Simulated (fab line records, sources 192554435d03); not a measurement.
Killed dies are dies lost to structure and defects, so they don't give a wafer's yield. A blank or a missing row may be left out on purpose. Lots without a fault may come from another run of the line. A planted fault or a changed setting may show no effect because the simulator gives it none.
Chamber matching | flow n5_finfet | N5_BEOL_M12_DESCUM_15 on rie_diel-06: 4 sister chambers
The step chemistry O2, time 7.9 s. 8 wafers are shown with their chamber, then 8 later ones without.

WAFERS WITH THEIR CHAMBER
wafer  | chamber | drypump_motor_current_A (A) | showerhead_plenum_p_Torr (Torr)
L074.1 | 0       | 4.9                         | 1.97
L078.4 | 0       | 4.9                         | 1.97
L078.6 | 1       | 5.9                         | 2.23
L081.3 | 2       | 6.2                         | 2.04
L081.5 | 1       | 5.9                         | 2.23
L082.3 | 2       | 6.2                         | 2.04
L082.5 | 3       | 6.5                         | 2.16
L087.1 | 3       | 6.4                         | 2.15

WAFERS WITHOUT THEIR CHAMBER
wafer  | drypump_motor_current_A (A) | showerhead_plenum_p_Torr (Torr)
L087.5 | 6.4                         | 2.15
L087.6 | 6.2                         | 2.04
L090.2 | 4.9                         | 2.23
L090.3 | 5.9                         | 2.22
L090.5 | 6.4                         | 2.15
L088.1 | 5.9                         | 2.22
L088.3 | 6.2                         | 2.04
L088.4 | 4.9                         | 2.23

WHICH CHAMBER EACH WENT THROUGH
wafer  | from the rows above | in truth
L087.5 | 3                   | 3
L087.6 | 2                   | 2
L090.2 | 1                   | 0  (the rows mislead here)
L090.3 | 1                   | 1
L090.5 | 3                   | 3
L088.1 | 1                   | 1
L088.3 | 2                   | 2
L088.4 | 1                   | 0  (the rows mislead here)
Placed correctly: 6 of 8. Can't be placed from these rows: 0. Placed wrongly: 2.
How it was worked out, from the rows above alone: a wafer's distance from a chamber is the root of the sum, over the readings, of the square of ((its reading less the chamber's mean) divided by the reading's scatter). The wafer belongs to the nearest chamber; if the next one is less than 2 further off, it can't be placed. A chamber's mean is the mean of its shown wafers. The scatter: the root of (the sum of the squares of (reading less its chamber's mean) over the shown wafers, divided by (wafers less chambers)).
